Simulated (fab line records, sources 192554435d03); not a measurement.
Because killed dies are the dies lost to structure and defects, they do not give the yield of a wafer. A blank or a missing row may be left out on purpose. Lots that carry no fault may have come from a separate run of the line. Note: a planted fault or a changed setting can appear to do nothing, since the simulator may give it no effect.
Lot-split experiment / flow n5 finfet / 21 wafers read from 7 lots, route of 1938 steps

## ABOUT THE SPLIT
At N5_BEOL_M8_ETCH_62 (etches SOC in N2/H2, target depth 110 nm, overetch 22 nm, time 165 s), the setting bias w was moved away from the recipe's 150 W on 3 of the 21 wafers read, by -8.1% to +6.8%. The other wafers ran this setting at the recipe's value.

Reading taken at the split's own step.

## THE READING
rf vpp V, in V, at N5_BEOL_M8_ETCH_62 (etches SOC in N2/H2, target depth 110 nm, overetch 22 nm, time 165 s). A value of 524.0 V with a standard deviation of 2.7 V is what fault-free wafers of this fab line usually give.

wafer=L076.2; tool, chamber at the split=rie diel-01, 3; bias w as run, W=150; against the recipe=recipe; rf vpp V, V=522.0; against lot-mates on the recipe=-
wafer=L076.4; tool, chamber at the split=rie diel-01, 0; bias w as run, W=150; against the recipe=recipe; rf vpp V, V=525.8; against lot-mates on the recipe=-
wafer=L076.6; tool, chamber at the split=rie diel-01, 2; bias w as run, W=150; against the recipe=recipe; rf vpp V, V=528.3; against lot-mates on the recipe=-
wafer=L075.1; tool, chamber at the split=rie diel-03, 0; bias w as run, W=150; against the recipe=recipe; rf vpp V, V=527.7; against lot-mates on the recipe=-
wafer=L075.3; tool, chamber at the split=rie diel-03, 3; bias w as run, W=137.8; against the recipe=-8.1%; rf vpp V, V=492.8; against lot-mates on the recipe=-34.9
wafer=L075.6; tool, chamber at the split=rie diel-03, 0; bias w as run, W=137.8; against the recipe=-8.1%; rf vpp V, V=500.9; against lot-mates on the recipe=-26.8
wafer=L084.2; tool, chamber at the split=rie diel-01, 3; bias w as run, W=150; against the recipe=recipe; rf vpp V, V=522.9; against lot-mates on the recipe=-
wafer=L084.5; tool, chamber at the split=rie diel-01, 1; bias w as run, W=150; against the recipe=recipe; rf vpp V, V=525.6; against lot-mates on the recipe=-
wafer=L084.6; tool, chamber at the split=rie diel-01, 2; bias w as run, W=150; against the recipe=recipe; rf vpp V, V=528.1; against lot-mates on the recipe=-
wafer=L085.2; tool, chamber at the split=rie diel-01, 1; bias w as run, W=150; against the recipe=recipe; rf vpp V, V=525.9; against lot-mates on the recipe=-
wafer=L085.4; tool, chamber at the split=rie diel-01, 2; bias w as run, W=150; against the recipe=recipe; rf vpp V, V=528.3; against lot-mates on the recipe=-
wafer=L085.6; tool, chamber at the split=rie diel-01, 1; bias w as run, W=160.2; against the recipe=+6.8%; rf vpp V, V=548.7; against lot-mates on the recipe=+21.6
wafer=L089.3; tool, chamber at the split=rie diel-01, 1; bias w as run, W=150; against the recipe=recipe; rf vpp V, V=526.2; against lot-mates on the recipe=-
wafer=L089.5; tool, chamber at the split=rie diel-01, 0; bias w as run, W=150; against the recipe=recipe; rf vpp V, V=523.9; against lot-mates on the recipe=-
wafer=L089.6; tool, chamber at the split=rie diel-01, 3; bias w as run, W=150; against the recipe=recipe; rf vpp V, V=522.8; against lot-mates on the recipe=-
wafer=L091.2; tool, chamber at the split=rie diel-03, 2; bias w as run, W=150; against the recipe=recipe; rf vpp V, V=523.7; against lot-mates on the recipe=-
wafer=L091.4; tool, chamber at the split=rie diel-03, 1; bias w as run, W=150; against the recipe=recipe; rf vpp V, V=521.9; against lot-mates on the recipe=-
wafer=L091.6; tool, chamber at the split=rie diel-03, 1; bias w as run, W=150; against the recipe=recipe; rf vpp V, V=523.9; against lot-mates on the recipe=-
wafer=L097.1; tool, chamber at the split=rie diel-05, 1; bias w as run, W=150; against the recipe=recipe; rf vpp V, V=523.9; against lot-mates on the recipe=-
wafer=L097.3; tool, chamber at the split=rie diel-05, 3; bias w as run, W=150; against the recipe=recipe; rf vpp V, V=525.0; against lot-mates on the recipe=-
wafer=L097.5; tool, chamber at the split=rie diel-05, 1; bias w as run, W=150; against the recipe=recipe; rf vpp V, V=523.9; against lot-mates on the recipe=-

THE FIT
A straight line over all 21 wafers: rf vpp V changes by +3.47 V for each +1% of bias w; r = +0.97; the points scatter about the line by 2.4 V.
The same after taking each lot's own level away (the mean of its wafers on the recipe; 21 wafers): +3.62 V for each +1%; r = +0.98; scatter 2.2 V.
According to that fit, moving bias w by its largest amount changes the reading by 29 V.
From 523.17 to 527.70 V: that is the span of the lots' own levels, equal to 1.7 times the standard deviation above.
So the lot-to-lot level changes the slope little: the two slopes agree.
Check: with one of the wafers moved furthest among these (-8.1%) left out of the fit, the line predicts -26.4 V for it against its lot-mates. Against them it came out at -34.9 V.
Tool readings at the split's step, against how far the setting was moved: rf vpp V r = +0.97.

## THE OTHER SPLITS THESE WAFERS WENT THROUGH
Before the reading, these wafers also passed through other splits. Each is held against what the fit with the lots' levels taken away leaves over:
other split on the same wafers=N5_BEOL_M4_EXPOSE_25 dose mj; wafers away from the commonest value=8; r with rf vpp V (lot level and that fit taken away)=-0.16
other split on the same wafers=N5_BEOL_M7_ETCH_66 bias w; wafers away from the commonest value=8; r with rf vpp V (lot level and that fit taken away)=+0.18

## FILE'S OWN FIT
rf vpp V changes by +3.53 V for each +1% of bias w, r = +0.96.
